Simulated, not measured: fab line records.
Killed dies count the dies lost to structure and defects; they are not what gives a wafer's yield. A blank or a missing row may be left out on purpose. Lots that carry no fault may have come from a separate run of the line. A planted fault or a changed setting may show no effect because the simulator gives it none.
Chamber matching ; flow nand-harc ; 4 sister chambers for NHARC_A_CONTACT_ETCH_90 on rie-diel-02
The step etches the open film in CH3F/O2, target depth 40 nm, time 85.7 s. 27 wafers are shown with their chamber, then 12 later ones without.

== EACH WAFER AND ITS CHAMBER ==
wafer;chamber;showerhead-plenum-p-Torr (Torr);drypump-motor-current-A (A);rf-vpp-V (V)
L074.2;0;2.54;5.7;244.8
L074.4;2;2.29;5.3;242.1
L074.5;2;2.29;5.3;241.7
L077.2;2;2.29;5.3;241.7
L077.4;3;2.55;6.1;245.6
L077.6;2;2.29;5.3;241.4
L075.2;2;2.29;5.3;241.3
L075.3;1;2.53;5.0;245.4
L075.5;3;2.55;6.1;244.9
L078.2;3;2.55;6.0;246.4
L078.3;0;2.54;5.7;245.3
L078.6;3;2.55;6.1;244.9
L081.1;2;2.29;5.3;241.3
L081.5;2;2.29;5.3;241.4
L081.6;1;2.53;5.0;248.0
L085.2;1;2.53;5.0;244.2
L085.3;2;2.28;5.3;242.2
L085.5;1;2.53;5.0;245.6
L087.3;0;2.54;5.7;243.9
L087.5;2;2.28;5.3;241.3
L087.6;3;2.55;6.1;244.9
L090.1;2;2.28;5.4;241.0
L090.2;1;2.53;5.0;244.8
L090.6;0;2.53;5.7;246.3
L089.2;1;2.52;5.0;245.1
L089.3;2;2.28;5.3;242.2
L089.6;3;2.54;6.1;247.5

SIGNATURES (averages over the wafers above)
reading;chamber 0;chamber 1;chamber 2;chamber 3;scatter within a chamber
showerhead-plenum-p-Torr;2.5375;2.5283;2.2864;2.5483;0.00464
drypump-motor-current-A;5.700;5.000;5.309;6.083;0.0275
rf-vpp-V;245.075;245.517;241.600;245.700;0.908
Rule: for a wafer and a chamber, the distance is found by dividing, reading by reading, the gap between the wafer's reading and the chamber's mean by the reading's scatter, squaring, summing and taking the root. The wafer belongs to the nearest chamber; if the next one is less than 2 further off, it can't be placed. The scatter is the square root of a quotient: the sum, over the shown wafers, of each reading's squared deviation from its chamber's mean, divided by wafers minus chambers.

== WAFERS MISSING THEIR CHAMBER ==
wafer;showerhead-plenum-p-Torr (Torr);drypump-motor-current-A (A);rf-vpp-V (V)
L091.2;2.54;6.1;247.2
L091.3;2.28;5.3;241.3
L091.6;2.53;5.7;244.6
L093.2;2.52;5.0;244.4
L093.3;2.53;5.7;246.2
L093.4;2.28;5.3;242.0
L095.1;2.54;6.1;246.2
L095.2;2.28;5.3;241.0
L095.5;2.53;5.7;245.3
L094.1;2.54;6.1;245.5
L094.2;2.28;5.3;240.7
L094.5;2.54;6.1;245.6

== WHICH CHAMBER EACH WENT THROUGH ==
wafer;from the rows above;in truth
L091.2;3;3
L091.3;2;2
L091.6;0;0
L093.2;1;1
L093.3;0;0
L093.4;2;2
L095.1;3;3
L095.2;2;2
L095.5;0;0
L094.1;3;3
L094.2;2;2
L094.5;3;3
12 of 12 placed correctly. From these rows, 0 cannot be placed. Number placed wrongly: 0.
